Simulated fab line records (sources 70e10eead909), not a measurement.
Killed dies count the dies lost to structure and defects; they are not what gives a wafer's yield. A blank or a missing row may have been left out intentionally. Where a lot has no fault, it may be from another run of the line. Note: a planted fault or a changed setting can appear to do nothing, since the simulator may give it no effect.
Chamber matching -- flow nandHarc -- 4 sister chambers for NHARC_P_CONTACT_ALD_22 on aldMetal-04
The step deposits TiN, target thk 3 nm, pulse time 1 s, ald cycles 150. 8 wafers are shown with their chamber, then 12 later ones without.

## WAFERS PAIRED WITH THEIR CHAMBERS
wafer,chamber,heaterPowerW (W),precursorPulseHeightRel
L081.6,1,998,0.988
L083.1,1,1025,1.021
L090.1,2,1083,0.994
L090.2,0,954,1.003
L090.5,0,967,0.980
L090.3,3,979,0.988
L090.4,3,991,1.005
L090.6,2,1094,1.026

## WAFERS WITHOUT THEIR CHAMBER
wafer,heaterPowerW (W),precursorPulseHeightRel
L091.2,974,1.016
L091.5,962,0.988
L091.6,970,1.007
L094.1,964,0.985
L094.3,1046,0.973
L094.4,1031,1.016
L096.1,1031,0.968
L096.2,936,1.014
L096.3,956,1.047
L096.4,953,0.979
L096.5,937,0.995
L096.6,1045,1.046

## EACH ONE'S CHAMBER
wafer,from the rows above,in truth
L091.2,can't be placed: 3 or 0 or 1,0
L091.5,can't be placed: 0 or 3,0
L091.6,can't be placed: 0 or 3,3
L094.1,can't be placed: 0 or 3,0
L094.3,can't be placed: 1 or 2 or 3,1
L094.4,1,1
L096.1,can't be placed: 1 or 3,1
L096.2,can't be placed: 0 or 3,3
L096.3,can't be placed: 0 or 3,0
L096.4,can't be placed: 0 or 3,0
L096.5,0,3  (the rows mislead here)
L096.6,can't be placed: 1 or 2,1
Correctly placed: 1 of 12. Not placeable from these rows: 10 (in 10, the candidates include the true chamber). Wrongly placed: 1.
How it was worked out, from the rows above alone: a wafer's distance from a chamber is the root of the sum, over the readings, of the square of ((its reading less the chamber's mean) divided by the reading's scatter). If the next closest chamber is less than 2 further off than the closest, the wafer can't be placed; otherwise it belongs to the closest. The mean given for a chamber averages the wafers shown for that chamber. The scatter: the root of (the sum of the squares of (reading less its chamber's mean) over the shown wafers, divided by (wafers less chambers)).
